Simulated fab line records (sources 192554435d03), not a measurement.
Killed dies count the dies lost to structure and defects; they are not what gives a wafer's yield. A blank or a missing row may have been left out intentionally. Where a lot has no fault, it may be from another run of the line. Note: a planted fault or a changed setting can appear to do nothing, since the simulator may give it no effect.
Split-lot study / flow n5Finfet / route with 1938 steps; 7 lots, 21 wafers read

## SPLIT DETAILS
At N5_BEOL_M0_SAQP_COAT_81 (time 60 s, resist thk 100 nm), the setting spinRpm was moved away from the recipe's 1500 rpm on 9 of the 21 wafers read, by -8.3% to +9.8%. All remaining wafers had this setting at the recipe value.

Reading taken at the split's own step.

## THE READING
SOC_of_BEOL_M0_SAQP_COAT_81.thkNm (the simulator's own value, which no gauge read), in nm, at N5_BEOL_M0_SAQP_COAT_81 (time 60 s, resist thk 100 nm). No usual value for it is given in the file. The 12 wafers here that ran the recipe average 99.8 nm, standard deviation 0.32 nm.

wafer=L075.1; tool, chamber at the split=lithoTrack-02, 0; spinRpm as run, rpm=1500; against the recipe=recipe; SOC_of_BEOL_M0_SAQP_COAT_81.thkNm, nm=99.4; against lot-mates on the recipe=-
wafer=L075.4; tool, chamber at the split=lithoTrack-02, 0; spinRpm as run, rpm=1500; against the recipe=recipe; SOC_of_BEOL_M0_SAQP_COAT_81.thkNm, nm=99.2; against lot-mates on the recipe=-
wafer=L075.5; tool, chamber at the split=lithoTrack-02, 0; spinRpm as run, rpm=1500; against the recipe=recipe; SOC_of_BEOL_M0_SAQP_COAT_81.thkNm, nm=99.8; against lot-mates on the recipe=-
wafer=L079.4; tool, chamber at the split=lithoTrack-01, 0; spinRpm as run, rpm=1411; against the recipe=-5.9%; SOC_of_BEOL_M0_SAQP_COAT_81.thkNm, nm=103.4; against lot-mates on the recipe=+3.4
wafer=L079.5; tool, chamber at the split=lithoTrack-01, 0; spinRpm as run, rpm=1500; against the recipe=recipe; SOC_of_BEOL_M0_SAQP_COAT_81.thkNm, nm=100; against lot-mates on the recipe=-
wafer=L079.6; tool, chamber at the split=lithoTrack-01, 0; spinRpm as run, rpm=1500; against the recipe=recipe; SOC_of_BEOL_M0_SAQP_COAT_81.thkNm, nm=100; against lot-mates on the recipe=-
wafer=L085.2; tool, chamber at the split=lithoTrack-05, 0; spinRpm as run, rpm=1376; against the recipe=-8.3%; SOC_of_BEOL_M0_SAQP_COAT_81.thkNm, nm=104.4; against lot-mates on the recipe=+4.6
wafer=L085.6; tool, chamber at the split=lithoTrack-05, 0; spinRpm as run, rpm=1376; against the recipe=-8.3%; SOC_of_BEOL_M0_SAQP_COAT_81.thkNm, nm=104.4; against lot-mates on the recipe=+4.6
wafer=L085.3; tool, chamber at the split=lithoTrack-05, 0; spinRpm as run, rpm=1500; against the recipe=recipe; SOC_of_BEOL_M0_SAQP_COAT_81.thkNm, nm=99.8; against lot-mates on the recipe=-
wafer=L092.2; tool, chamber at the split=lithoTrack-01, 0; spinRpm as run, rpm=1410; against the recipe=-6.0%; SOC_of_BEOL_M0_SAQP_COAT_81.thkNm, nm=103.4; against lot-mates on the recipe=no lot-mate on the recipe
wafer=L092.3; tool, chamber at the split=lithoTrack-01, 0; spinRpm as run, rpm=1410; against the recipe=-6.0%; SOC_of_BEOL_M0_SAQP_COAT_81.thkNm, nm=103.2; against lot-mates on the recipe=no lot-mate on the recipe
wafer=L092.4; tool, chamber at the split=lithoTrack-01, 0; spinRpm as run, rpm=1410; against the recipe=-6.0%; SOC_of_BEOL_M0_SAQP_COAT_81.thkNm, nm=103.2; against lot-mates on the recipe=no lot-mate on the recipe
wafer=L093.4; tool, chamber at the split=lithoTrack-02, 0; spinRpm as run, rpm=1415; against the recipe=-5.7%; SOC_of_BEOL_M0_SAQP_COAT_81.thkNm, nm=103; against lot-mates on the recipe=+3.2
wafer=L093.5; tool, chamber at the split=lithoTrack-02, 0; spinRpm as run, rpm=1500; against the recipe=recipe; SOC_of_BEOL_M0_SAQP_COAT_81.thkNm, nm=99.8; against lot-mates on the recipe=-
wafer=L093.6; tool, chamber at the split=lithoTrack-02, 0; spinRpm as run, rpm=1415; against the recipe=-5.7%; SOC_of_BEOL_M0_SAQP_COAT_81.thkNm, nm=102.6; against lot-mates on the recipe=+2.8
wafer=L095.1; tool, chamber at the split=lithoTrack-01, 0; spinRpm as run, rpm=1500; against the recipe=recipe; SOC_of_BEOL_M0_SAQP_COAT_81.thkNm, nm=99.8; against lot-mates on the recipe=-
wafer=L095.4; tool, chamber at the split=lithoTrack-01, 0; spinRpm as run, rpm=1500; against the recipe=recipe; SOC_of_BEOL_M0_SAQP_COAT_81.thkNm, nm=100; against lot-mates on the recipe=-
wafer=L095.5; tool, chamber at the split=lithoTrack-01, 0; spinRpm as run, rpm=1500; against the recipe=recipe; SOC_of_BEOL_M0_SAQP_COAT_81.thkNm, nm=99.4; against lot-mates on the recipe=-
wafer=L097.2; tool, chamber at the split=lithoTrack-01, 0; spinRpm as run, rpm=1500; against the recipe=recipe; SOC_of_BEOL_M0_SAQP_COAT_81.thkNm, nm=100; against lot-mates on the recipe=-
wafer=L097.3; tool, chamber at the split=lithoTrack-01, 0; spinRpm as run, rpm=1647; against the recipe=+9.8%; SOC_of_BEOL_M0_SAQP_COAT_81.thkNm, nm=95.4; against lot-mates on the recipe=-4.8
wafer=L097.5; tool, chamber at the split=lithoTrack-01, 0; spinRpm as run, rpm=1500; against the recipe=recipe; SOC_of_BEOL_M0_SAQP_COAT_81.thkNm, nm=100.4; against lot-mates on the recipe=-

FIT RESULTS
A straight line over all 21 wafers: SOC_of_BEOL_M0_SAQP_COAT_81.thkNm changes by -0.526 nm for each +1% of spinRpm; r = -0.99; the points scatter about the line by 0.34 nm.
The same after taking each lot's own level away (the mean of its wafers on the recipe; 18 wafers): -0.529 nm for each +1%; r = -1.00; scatter 0.22 nm.
The reading moves by 5.2 nm for the largest change in spinRpm, on that fit.
Across the lots, their own levels run from 99.47 to 100.20 nm, a range of 2.3 times the standard deviation given above.
The two slopes are in agreement: the lot-to-lot level therefore moves the slope only a little.
Check: -5.41 nm against its lot-mates is what the line predicts for one of the wafers moved furthest among these (+9.8%) when that wafer is left out of the fit. Against them it came out at -4.8 nm.

## THESE WAFERS: OTHER SPLITS
These wafers also went through other splits before the reading. Each is held against what the fit with the lots' levels taken away leaves over:
other split on the same wafers=N5_SD_EPI_P_PEB_07 pebTimeS; wafers away from the commonest value=11; r with SOC_of_BEOL_M0_SAQP_COAT_81.thkNm (lot level and that fit taken away)=-0.02
other split on the same wafers=N5_HKMG_FIN_EXPOSE_46 doseMj; wafers away from the commonest value=8; r with SOC_of_BEOL_M0_SAQP_COAT_81.thkNm (lot level and that fit taken away)=+0.35
other split on the same wafers=N5_HKMG_FIN_ETCH_54 cf4FlowSccm; wafers away from the commonest value=8; r with SOC_of_BEOL_M0_SAQP_COAT_81.thkNm (lot level and that fit taken away)=+0.15
other split on the same wafers=N5_HKMG_FIN_ETCH_58 sourceW; wafers away from the commonest value=5; r with SOC_of_BEOL_M0_SAQP_COAT_81.thkNm (lot level and that fit taken away)=+0.05
other split on the same wafers=N5_GATE_CUT_ETCH_58 timeS; wafers away from the commonest value=5; r with SOC_of_BEOL_M0_SAQP_COAT_81.thkNm (lot level and that fit taken away)=+0.11
other split on the same wafers=N5_MOL_CONTACT_COAG_ALD_27 aldCycles; wafers away from the commonest value=6; r with SOC_of_BEOL_M0_SAQP_COAT_81.thkNm (lot level and that fit taken away)=-0.33
other split on the same wafers=N5_MOL_CONTACT_COAG_COAT_76 spinRpm; wafers away from the commonest value=8; r with SOC_of_BEOL_M0_SAQP_COAT_81.thkNm (lot level and that fit taken away)=-0.39
other split on the same wafers=N5_BEOL_M0_SAQP_HM_DEP_02 targetThkA; wafers away from the commonest value=7; r with SOC_of_BEOL_M0_SAQP_COAT_81.thkNm (lot level and that fit taken away)=-0.26

## FILE'S OWN FIT
SOC_of_BEOL_M0_SAQP_COAT_81.thkNm changes by -0.528 nm for each +1% of spinRpm, r = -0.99.
